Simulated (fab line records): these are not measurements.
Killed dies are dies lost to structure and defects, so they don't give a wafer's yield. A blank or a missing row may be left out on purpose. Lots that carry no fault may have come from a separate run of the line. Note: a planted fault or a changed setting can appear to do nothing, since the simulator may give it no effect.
fab line records -- flow nand_harc
record: lots: 13, wafers: 36, last_day: 25
route steps=1159 shown A_SLIT@797 A_WL_FILL@829 END@1159
lots with no fault: from the same line, run without faults
start_h: hours from the record's first day to the start of the lot's first wafer shown -- wait_h: time in hours since the lot's previous step -- " identical to the entry in the row above -- L1.1+2: a row that stands for several wafers -- - either no value or no given start -- * or withheld: withheld -- < > ~ a bound
route shown NAME@n: names a module that has steps shown in the file, with the first one's number in the route -- usual: mean/standard deviation taken from wafers without a fault -- same: alike in all rows -- chamber/n: place in a boat -- sites: each site's reading -- _std_site: how widely they spread, as a standard deviation -- _edge_site: inner sites' mean taken away from outer sites' mean -- radius_mm: for every site, how far away it sits from the centre of the wafer -- mask NAME#n: copy n -- behind: the tool/chamber that last shaped the wafer -- hold: why the lot was held/for how many hours/how that ended -- device: whichever transistor did not switch (one of n, p or np) -- end of line: tests run on the same wafers once the route is complete -- a step without rows: its recipe alone -- killed: count of dies lost to structure and defects at first sort (not the wafer's yield) -- map: dies across one wafer; x = killed, . = not, _ = none there
set.NAME: the run value of the setting; set.NAME@STEP: its run value at that earlier step -- model.NAME: the simulator's own value behind a step, which no gauge read
route steps across a sampled set of lots; one table per step, one row per wafer
services: when a tool's chamber went out of use (start_h, in hours from the record's first day, below 0 if earlier), for how many hours, and the reason
== steps ==
step: NHARC_A_SLIT_ETCH_26
recipe: bias_v: 400, source_w: 2000, pressure_mtorr: 25, time_s: 90, ar_flow_sccm: 375, c4f8_flow_sccm: 41.7, o2_flow_sccm: 83.3, target_depth_a: 4000, chemistry: C4F8/O2/Ar
usual: drypump_motor_current_A: 5.9/0.51, esc_clamp_current_uA: 0.0214/0.00051, showerhead_plenum_p_Torr: 3.74/0.12, throttle_valve_pct: 27.619/0.0084
lot.wafer,tool,chamber,start_h,wait_h,drypump_motor_current_A,esc_clamp_current_uA,rf_hours_counter_h,showerhead_plenum_p_Torr,throttle_valve_pct
L985.2,har_etch-01,0,338.03,1.0,5.4,0.0207,7,3.83,27.612
L985.5,har_etch-01,1,338.03,1.0,6.6,0.0218,-,3.74,27.614
L985.6,har_etch-01,0,338.03,1.0,5.5,0.0207,-,3.83,27.626
L984.1,har_etch-02,1,338.93,1.0,5.8,0.0216,181,3.88,27.622
L984.3,har_etch-02,0,338.93,1.0,5.4,0.0219,-,3.52,27.609
L984.4,har_etch-02,1,338.93,1.0,5.8,0.0217,-,3.87,27.621
L983.2,har_etch-01,1,353.22,1.3,6.6,0.0218,18,3.73,27.600
L983.5,har_etch-01,1,353.22,1.3,6.6,0.0218,-,3.73,27.618
L983.6,har_etch-01,0,353.22,1.3,5.4,0.0207,-,3.83,27.617
L991.4,har_etch-02,0,369.88,0.6,5.4,0.0218,-,3.52,27.606
L991.6,har_etch-02,1,369.88,0.6,5.9,0.0217,-,3.87,27.634
L991.5,har_etch-02,0,369.88,0.6,5.4,0.0217,-,3.52,27.622
L987.1,har_etch-01,1,371.24,1.2,6.6,0.0217,21,3.73,27.617
L987.2,har_etch-01,0,371.24,1.2,5.4,0.0207,21,3.83,27.624
L989.2,har_etch-01,1,378.73,1.2,6.6,0.0218,28,3.73,27.621
L989.1,har_etch-01,0,378.73,1.2,5.5,0.0206,28,3.82,27.627
L992.1,har_etch-02,1,412.84,1.2,5.9,0.0217,213,3.86,27.628
L992.4,har_etch-02,0,412.84,1.2,5.4,0.0218,-,3.50,27.617
L999.2,har_etch-01,1,420.52,1.2,6.6,0.0218,48,3.71,27.612
L999.1,har_etch-01,0,420.52,1.2,5.5,0.0207,48,3.81,27.631
L999.6,har_etch-01,0,420.52,1.2,5.5,0.0207,-,3.81,27.617
L998.2,har_etch-02,1,422.48,1.2,5.9,0.0217,216,3.85,27.618
L998.1,har_etch-02,0,422.48,1.2,5.4,0.0219,216,3.50,27.629
L998.3,har_etch-02,0,422.48,1.2,5.4,0.0219,-,3.50,27.630
L996.1,har_etch-01,1,424.07,1.2,6.6,0.0218,49,3.71,27.608
L996.3,har_etch-01,0,424.07,1.2,5.4,0.0206,-,3.81,27.596
L996.6,har_etch-01,0,424.07,1.2,5.5,0.0207,-,3.81,27.618
L101.2,har_etch-01,1,445.10,1.2,6.6,0.0218,56,3.71,27.616
L101.4,har_etch-01,0,445.10,1.2,5.5,0.0207,-,3.81,27.619
L101.5,har_etch-01,1,445.10,1.2,6.6,0.0219,-,3.71,27.617
L103.1,har_etch-01,0,446.75,1.2,5.5,0.0208,58,3.81,27.635
L103.2,har_etch-01,1,446.75,1.2,6.6,0.0218,58,3.71,27.624
L103.6,har_etch-01,0,446.75,1.2,5.5,0.0207,-,3.81,27.640
L104.4,har_etch-02,0,464.12,0.8,5.4,0.0219,-,3.49,27.615
L104.3,har_etch-02,1,464.12,0.8,5.9,0.0217,-,3.85,27.625
L104.6,har_etch-02,1,464.12,0.8,5.9,0.0217,-,3.85,27.626
step: NHARC_A_SLIT_STRIP_18
recipe: o2_flow_sccm: 500, ar_flow_sccm: 0, bias_w: 0, chemistry: O2
usual: drypump_motor_current_A: 5.80/0.27, oes_product_au: 1.005/0.011, rf_vpp_V: 57.9/0.88, showerhead_plenum_p_Torr: 3.56/0.13, throttle_valve_pct: 17.037/0.0091
lot.wafer,tool,chamber,start_h,wait_h,drypump_motor_current_A,oes_product_au,rf_hours_counter_h,rf_vpp_V,showerhead_plenum_p_Torr,throttle_valve_pct
L985.2,rie_diel-13,2,-,-,5.42,1.011,4,57.2,3.65,17.049
L985.5,rie_diel-13,2,-,-,5.43,0.999,-,57.5,3.65,17.030
L985.6,rie_diel-13,3,-,-,6.04,1.016,-,59.2,3.49,17.030
L984.1,rie_diel-13,0,-,-,5.86,1.005,2,56.1,3.60,17.052
L984.4,rie_diel-13,1,-,-,5.60,1.018,3,57.0,3.49,17.023
L984.3,rie_diel-13,3,-,-,6.03,1.010,3,58.1,3.49,17.038
L983.2,rie_diel-12,3,-,-,5.58,1.010,11,57.4,3.66,17.047
L983.6,rie_diel-12,3,-,-,5.60,1.011,-,57.7,3.66,17.039
L983.5,rie_diel-12,2,-,-,6.17,1.007,-,58.7,3.52,17.040
L991.4,rie_diel-09,2,-,-,6.08,0.995,8,56.8,3.67,17.052
L991.5,rie_diel-09,0,-,-,5.53,1.000,-,57.0,3.33,17.030
L991.6,rie_diel-09,1,-,-,5.74,0.997,-,58.2,3.66,17.033
L987.1,rie_diel-12,1,-,-,6.21,0.999,13,57.0,3.33,17.053
L987.2,rie_diel-12,2,-,-,6.12,1.025,12,57.1,3.52,17.025
L989.1,rie_diel-09,1,-,-,5.79,0.992,9,58.5,3.66,17.027
L989.2,rie_diel-09,3,-,-,5.82,1.005,9,57.2,3.59,17.031
L992.4,rie_diel-09,3,-,-,5.85,1.014,11,56.8,3.59,17.047
L992.1,rie_diel-09,1,-,-,5.72,1.002,11,57.9,3.66,17.024
L999.1,rie_diel-13,0,-,-,5.86,1.001,9,57.1,3.59,17.038
L999.2,rie_diel-13,2,-,-,5.41,0.981,10,57.4,3.65,17.028
L999.6,rie_diel-13,3,-,-,6.03,1.013,-,58.5,3.49,17.034
L998.2,rie_diel-13,2,-,-,5.42,0.985,10,56.6,3.65,17.030
L998.1,rie_diel-13,3,-,-,6.04,1.011,9,57.6,3.49,17.053
L998.3,rie_diel-13,1,-,-,5.64,1.028,10,58.3,3.48,17.012
L996.1,rie_diel-12,1,-,-,6.23,0.987,2,57.1,3.33,17.049
L996.3,rie_diel-12,3,-,-,5.62,1.008,3,57.6,3.66,17.033
L996.6,rie_diel-12,1,-,-,6.22,0.982,-,58.5,3.33,17.036
L101.2,rie_diel-13,3,-,-,6.03,1.011,10,57.8,3.49,17.023
L101.5,rie_diel-13,1,-,-,5.62,1.012,-,57.9,3.48,17.025
L101.4,rie_diel-13,2,-,-,5.38,0.993,-,57.7,3.65,17.029
L103.1,rie_diel-09,1,-,-,5.79,0.994,1,57.9,3.66,17.038
L103.2,rie_diel-09,3,-,-,5.79,1.010,1,57.1,3.59,17.041
L103.6,rie_diel-09,2,-,-,6.10,1.002,-,57.2,3.67,17.044
L104.3,rie_diel-12,3,-,-,5.60,1.021,7,58.3,3.66,17.037
L104.4,rie_diel-12,1,-,-,6.22,0.996,6,57.7,3.33,17.051
L104.6,rie_diel-12,3,-,-,5.57,1.018,-,58.9,3.66,17.033
step: NHARC_A_WL_FILL_ETCHBACK_26
recipe: target_depth_a: 520, time_s: 13.3, hbr_flow_sccm: 150, rf_w: 350, icp_w: 350, bias_w: 60, chemistry: HBr
usual: drypump_motor_current_A: 5.9/0.45, hbr_flow_sccm: 150.0/0.46, oes_product_au: 1.000/0.013, throttle_valve_pct: 23.264/0.0095
lot.wafer,tool,chamber,start_h,wait_h,drypump_motor_current_A,hbr_flow_sccm,oes_product_au,rf_hours_counter_h,throttle_valve_pct
L984.1,rie_si-05,2,367.53,0.4,6.1,149.6,1.004,0.8,23.262
L984.3,rie_si-05,3,367.53,0.4,6.4,149.5,0.988,0.8,23.258
L984.4,rie_si-05,0,367.53,0.4,5.9,149.8,1.009,0.9,23.258
L985.2,rie_si-02,3,367.56,0.4,5.5,149.7,1.006,1.0,23.270
L985.5,rie_si-02,0,367.56,0.4,5.2,149.1,1.021,-,23.275
L985.6,rie_si-02,1,367.56,0.4,6.0,149.8,1.008,-,23.265
L983.2,rie_si-02,3,383.04,0.4,5.6,150.3,1.019,1.0,23.254
L983.6,rie_si-02,1,383.04,0.4,6.0,149.4,1.011,-,23.268
L983.5,rie_si-02,2,383.04,0.4,6.4,150.4,1.004,-,23.271
L991.4,rie_si-05,1,398.77,0.4,6.1,150.2,0.997,1.1,23.273
L991.6,rie_si-05,3,398.77,0.4,6.4,150.4,0.989,-,23.262
L991.5,rie_si-05,0,398.77,0.4,5.9,149.3,0.991,-,23.268
L987.1,rie_si-05,0,403.79,0.4,5.9,150.2,0.990,1.1,23.277
L987.2,rie_si-05,3,403.79,0.4,6.3,149.6,0.891,1.0,23.276
L989.2,rie_si-05,3,413.08,0.4,6.4,150.0,0.890,1.0,23.253
L989.1,rie_si-05,0,413.08,0.4,5.9,149.4,0.984,1.2,23.272
L992.4,rie_si-05,0,442.67,0.4,6.0,149.8,0.909,0.1,23.266
L992.1,rie_si-05,1,442.67,0.4,6.1,150.3,0.997,0.1,23.271
L998.1,rie_si-03,0,452.21,0.4,4.9,149.4,0.996,0.8,23.272
L998.3,rie_si-03,2,452.21,0.4,5.8,149.4,0.992,0.9,23.262
L998.2,rie_si-03,3,452.21,0.4,6.0,150.1,0.996,0.7,23.261
L999.1,rie_si-02,0,452.23,0.4,5.2,150.4,1.014,0.5,23.265
L999.2,rie_si-02,1,452.23,0.4,6.0,149.7,1.014,0.5,23.266
L999.6,rie_si-02,0,452.23,0.4,5.2,149.8,1.007,-,23.256
L996.1,rie_si-02,1,457.58,0.4,6.0,150.4,1.027,0.6,23.277
L996.3,rie_si-02,2,457.58,0.4,6.4,150.4,1.025,0.6,23.274
L996.6,rie_si-02,0,457.58,0.4,5.2,150.3,1.017,-,23.244
L101.4,rie_si-02,1,476.02,0.4,6.0,150.2,1.019,0.7,23.255
L101.2,rie_si-02,3,476.02,0.4,5.6,149.3,1.009,0.6,23.272
L101.5,rie_si-02,1,476.02,0.4,6.0,149.8,1.015,-,23.269
L103.2,rie_si-02,0,479.17,0.4,5.2,150.3,1.006,0.6,23.245
L103.1,rie_si-02,3,479.17,0.4,5.5,150.3,0.997,0.7,23.273
L103.6,rie_si-02,1,479.17,0.4,6.0,149.6,1.014,-,23.271
L104.4,rie_si-03,0,492.71,0.4,4.9,150.7,0.989,1.1,23.275
L104.3,rie_si-03,2,492.71,0.4,5.8,150.4,0.989,1.2,23.271
L104.6,rie_si-03,0,492.71,0.4,4.9,150.5,0.987,-,23.278
step: NHARC_A_WL_FILL_CMP_12
recipe: t_overpolish_s: 30, target_thk_nm: 75
usual: motor_current_A: 12.0/1.1, overpolish_run_s: 30.001/0.0091, time_to_endpoint_s: 13.1/2.9
lot.wafer,tool,chamber,start_h,wait_h,motor_current_A,overpolish_run_s,time_to_endpoint_s
L984.1,cmp-04,1,374.40,3.6,13.3,30.010,12.2
L984.4,cmp-04,2,374.40,3.6,13.5,30.003,9.0
L984.3,cmp-04,3,374.40,3.6,11.8,29.999,10.5
L985.2,cmp-01,2,374.95,3.6,11.8,30.021,10.8
L985.5,cmp-01,2,374.95,3.6,12.1,29.985,8.2
L985.6,cmp-01,3,374.95,3.6,10.7,30.006,9.2
L983.2,cmp-01,3,394.72,4.3,10.8,30.001,7.7
L983.5,cmp-01,3,394.72,4.3,10.6,30.000,10.4
L983.6,cmp-01,0,394.72,4.3,10.7,29.997,18.6
L991.4,cmp-01,0,404.23,2.2,10.7,30.005,20.8
L991.5,cmp-01,3,404.23,2.2,10.7,29.996,9.7
L991.6,cmp-01,0,404.23,2.2,10.3,30.004,19.3
L987.1,cmp-04,0,410.13,3.6,11.0,30.011,9.6
L987.2,cmp-04,3,410.13,3.6,11.3,29.991,11.8
L989.1,cmp-02,1,418.66,3.6,11.1,30.004,17.3
L989.2,cmp-02,3,418.66,3.6,14.4,30.010,13.7
L992.4,cmp-01,2,448.19,2.2,12.1,30.004,11.2
L992.1,cmp-01,0,448.19,2.2,10.7,30.021,18.7
L998.2,cmp-04,0,457.76,4.4,10.7,30.002,12.7
L998.3,cmp-04,1,457.76,4.4,13.9,30.014,14.3
L998.1,cmp-04,2,457.76,4.4,13.4,29.989,11.0
L999.1,cmp-02,0,461.94,3.6,11.7,29.995,15.4
L999.2,cmp-02,3,461.94,3.6,14.0,30.016,15.3
L999.6,cmp-02,1,461.94,3.6,11.1,29.999,15.6
L996.3,cmp-02,0,470.46,2.9,12.8,30.011,11.2
L996.1,cmp-02,2,470.46,2.9,12.6,30.006,10.1
L996.6,cmp-02,1,470.46,2.9,11.1,30.000,13.1
L101.2,cmp-02,1,484.79,4.4,11.3,29.988,16.0
L101.4,cmp-02,2,484.79,4.4,12.0,30.001,10.6
L101.5,cmp-02,3,484.79,4.4,14.2,29.991,15.7
L103.1,cmp-01,2,494.27,4.4,11.8,30.013,12.2
L103.2,cmp-01,3,494.27,4.4,11.1,29.994,10.6
L103.6,cmp-01,3,494.27,4.4,10.3,30.009,10.5
L104.3,cmp-02,1,501.98,2.2,11.3,30.010,18.2
L104.4,cmp-02,2,501.98,2.2,12.5,30.004,13.3
L104.6,cmp-02,3,501.98,2.2,14.0,30.002,18.4
step: NHARC_END_SORT_01
recipe: temp_c: 25
usual: killed_at_array: 26/9.1, killed_at_other: 0.7/0.9, killed_at_periphery: 3.6/2.8, killed_dies: 30/9.2, killed_open: 3.0/1.9, killed_short: 2.0/1.4
same: gross_dies: 677
lot.wafer,tool,chamber,start_h,wait_h,killed_at_array,killed_at_other,killed_at_periphery,killed_dies,killed_open,killed_short
L983.2,prober-01,0,468.78,2.8,25,0,5,30,4,3
L983.5,prober-01,0,471.16,3.7,18,0,7,25,2,2
L983.6,prober-01,0,471.96,4.0,23,0,6,29,0,3
L987.1,prober-01,0,481.75,2.5,16,2,3,21,0,2
L987.2,prober-01,0,482.53,2.8,16,0,4,20,2,2
L989.1,prober-01,0,497.23,2.5,22,0,2,24,3,0
L989.2,prober-01,0,498.03,2.8,30,3,3,36,3,3
L992.4,prober-02,0,539.78,3.4,40,1,4,45,4,1
L998.1,prober-02,0,553.92,2.5,29,1,0,30,3,1
L998.2,prober-02,0,554.71,2.8,32,1,2,35,2,4
L998.3,prober-02,0,555.50,3.1,36,0,4,40,4,2
L999.1,prober-02,0,561.64,2.5,29,0,4,33,5,4
L999.2,prober-02,0,562.44,2.8,25,0,0,25,3,0
L999.6,prober-02,0,565.64,4.0,28,1,2,31,3,2
killed by level:class
L983.2 A_CHANNEL_HOLE_D1:chamber_film_flake=18 A_STAIRCASE:chamber_film_flake=3 P_M0:geometric_particle:open=2 P_BONDPAD:chamber_film_flake=2 P_GATE:geometric_particle:short=1 A_SGD_CUT:geometric_particle:short=1 A_BLC:geometric_particle:open=1 A_M0:geometric_particle:open=1
L983.5 A_CHANNEL_HOLE_D1:chamber_film_flake=11 P_BONDPAD:chamber_film_flake=4 A_CONTACT:chamber_film_flake=3 P_M2:geometric_particle:open=1 A_ONON_D1:geometric_particle:short=1 A_WL_FILL:geometric_particle:short=1 A_WL_FILL:geometric_particle:open=1 P_STI:chamber_film_flake=1
L983.6 A_CHANNEL_HOLE_D1:chamber_film_flake=16 P_BONDPAD:chamber_film_flake=4 A_STAIRCASE:chamber_film_flake=3 P_M1:geometric_particle:short=1 A_CHANNEL_FILL_D1:geometric_particle:short=1 A_M0:geometric_particle:short=1 P_M0:chamber_film_flake=1 A_CONTACT:chamber_film_flake=1
L987.1 A_CHANNEL_HOLE_D1:chamber_film_flake=4 A_STAIRCASE:chamber_film_flake=4 A_CONTACT:chamber_film_flake=4 A_M0:chamber_film_flake=2 THIN_TSV:chamber_film_flake=2 P_GATE:geometric_particle:short=1 A_SGD_CUT:geometric_particle:short=1 P_STI:chamber_film_flake=1
L987.2 A_STAIRCASE:chamber_film_flake=6 A_CHANNEL_HOLE_D1:chamber_film_flake=5 P_STI:chamber_film_flake=2 A_CONTACT:chamber_film_flake=2 P_CONTACT:geometric_particle:short=1 P_CONTACT:geometric_particle:open=1 A_SOURCE_PLATE:geometric_particle:short=1 A_ONON_D1:geometric_particle:open=1
L989.1 A_CHANNEL_HOLE_D1:chamber_film_flake=12 A_CONTACT:chamber_film_flake=4 A_STAIRCASE:chamber_film_flake=3 P_M0:geometric_particle:open=1 P_M1:geometric_particle:open=1 A_M0:geometric_particle:open=1 A_ZERO_WELL:chamber_film_flake=1 A_WL_FILL:chamber_film_flake=1
L989.2 A_CHANNEL_HOLE_D1:chamber_film_flake=13 A_STAIRCASE:chamber_film_flake=10 A_CONTACT:chamber_film_flake=3 THIN_TSV:chamber_film_flake=3 P_CONTACT:geometric_particle:short=1 P_M1:geometric_particle:open=1 A_CHANNEL_FILL_D1:geometric_particle:short=1 A_CHANNEL_FILL_D1:geometric_particle:open=1
L992.4 A_CHANNEL_HOLE_D1:chamber_film_flake=19 A_SLIT:chamber_film_flake=13 A_STAIRCASE:chamber_film_flake=3 A_WL_FILL:chamber_film_flake=2 P_CONTACT:geometric_particle:open=1 P_M0:geometric_particle:open=1 A_CHANNEL_HOLE_D1:geometric_particle:open=1 A_M0:geometric_particle:open=1
L998.1 A_SLIT:chamber_film_flake=15 A_CHANNEL_HOLE_D1:chamber_film_flake=6 A_CONTACT:chamber_film_flake=4 A_ONON_D1:geometric_particle:open=1 A_SGD_CUT:geometric_particle:open=1 A_CONTACT:geometric_particle:short=1 A_CONTACT:geometric_particle:open=1 THIN_TSV:chamber_film_flake=1
L998.2 A_SLIT:chamber_film_flake=15 A_CONTACT:chamber_film_flake=6 A_CHANNEL_HOLE_D1:chamber_film_flake=5 A_SGD_CUT:geometric_particle:short=3 A_SOURCE_PLATE:geometric_particle:open=1 A_WL_FILL:geometric_particle:short=1 A_WL_FILL:geometric_particle:open=1 P_STI:chamber_film_flake=1
L998.3 A_SLIT:chamber_film_flake=19 A_CHANNEL_HOLE_D1:chamber_film_flake=10 A_CONTACT:chamber_film_flake=3 P_STI:geometric_particle:open=1 P_GATE:geometric_particle:short=1 P_M1:geometric_particle:open=1 A_ONON_D1:geometric_particle:open=1 A_CHANNEL_FILL_D1:geometric_particle:open=1
L999.1 A_CHANNEL_HOLE_D1:chamber_film_flake=19 A_CONTACT:chamber_film_flake=3 P_M0:geometric_particle:open=2 A_CONTACT:geometric_particle:open=2 P_CONTACT:geometric_particle:short=1 P_CONTACT:geometric_particle:open=1 A_ONON_D1:geometric_particle:short=1 A_STAIRCASE:geometric_particle:short=1
L999.2 A_CHANNEL_HOLE_D1:chamber_film_flake=19 A_CHANNEL_FILL_D1:chamber_film_flake=2 A_ONON_D1:geometric_particle:open=1 A_CHANNEL_FILL_D1:geometric_particle:open=1 A_CONTACT:geometric_particle:open=1 A_CONTACT:chamber_film_flake=1
L999.6 A_CHANNEL_HOLE_D1:chamber_film_flake=22 A_STAIRCASE:chamber_film_flake=2 P_CONTACT:geometric_particle:open=1 P_M0:geometric_particle:open=1 A_WL_FILL:geometric_particle:short=1 A_CONTACT:geometric_particle:short=1 A_M1:geometric_particle:open=1 A_CHANNEL_FILL_D1:chamber_film_flake=1
== services ==
tool,chamber,start_h,hours,kind
rie_diel-13,-,322.82,0.3,repair
cmp-02,-,324.50,4.0,pm
rie_diel-12,2,328.88,5.3,repair
rie_diel-12,0,330.98,8.2,repair
rie_diel-12,0,352.46,4.8,repair
cmp-01,-,372.29,0.3,repair
cmp-01,-,375.50,4.0,pm
rie_diel-12,-,379.44,9.0,pm
har_etch-01,-,380.96,1.3,repair
rie_si-02,-,388.00,9.0,pm
rie_si-05,-,390.93,0.5,repair
rie_si-02,-,397.67,0.1,repair
cmp-02,-,406.88,3.1,repair
rie_si-05,-,416.00,9.0,pm
cmp-01,-,418.53,2.0,repair
rie_diel-12,1,419.44,3.3,repair
rie_diel-13,0,422.28,4.6,repair
cmp-02,-,422.62,4.0,pm
rie_diel-13,0,439.06,12.5,repair
rie_diel-13,-,453.00,9.0,pm
rie_si-05,3,470.52,3.3,repair
cmp-01,-,473.50,4.0,pm
cmp-02,-,477.28,0.7,repair
rie_diel-13,0,501.06,2.7,repair
== key ==
first_sign: step: NHARC_A_WL_FILL_ETCHBACK_26, reading: oes_product_au, direction: down, sigmas: 8.1, usual: 1.000, struck: 0.897
effect none on later readings
met_at NHARC_A_WL_FILL_ETCHBACK_26
struck_lots L987,L989,L992
struck_wafers L987.2,L989.2,L992.4
tester_left_out L987,L989,L992
not_acting_at NHARC_A_SLIT_ETCH_26,NHARC_A_SLIT_STRIP_18,NHARC_A_WL_FILL_CMP_12
onset_between 398.77 403.79
fault: kind: process_parameter_drift, tool: rie_si-05, chamber: -, onset_h: 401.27, steps: NHARC_A_WL_FILL_ETCHBACK_26, channel: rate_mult, offset: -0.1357, shape: step, end_h: 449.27, scope: struck_wafers_only
tester_left_out: of these lots the tester's yield and bins aren't shown, on N5 and GAA mostly nor the transistor test; their killed dies are dies lost to structure and defects alone, not to doping, threshold or leakage, so they don't give the yield
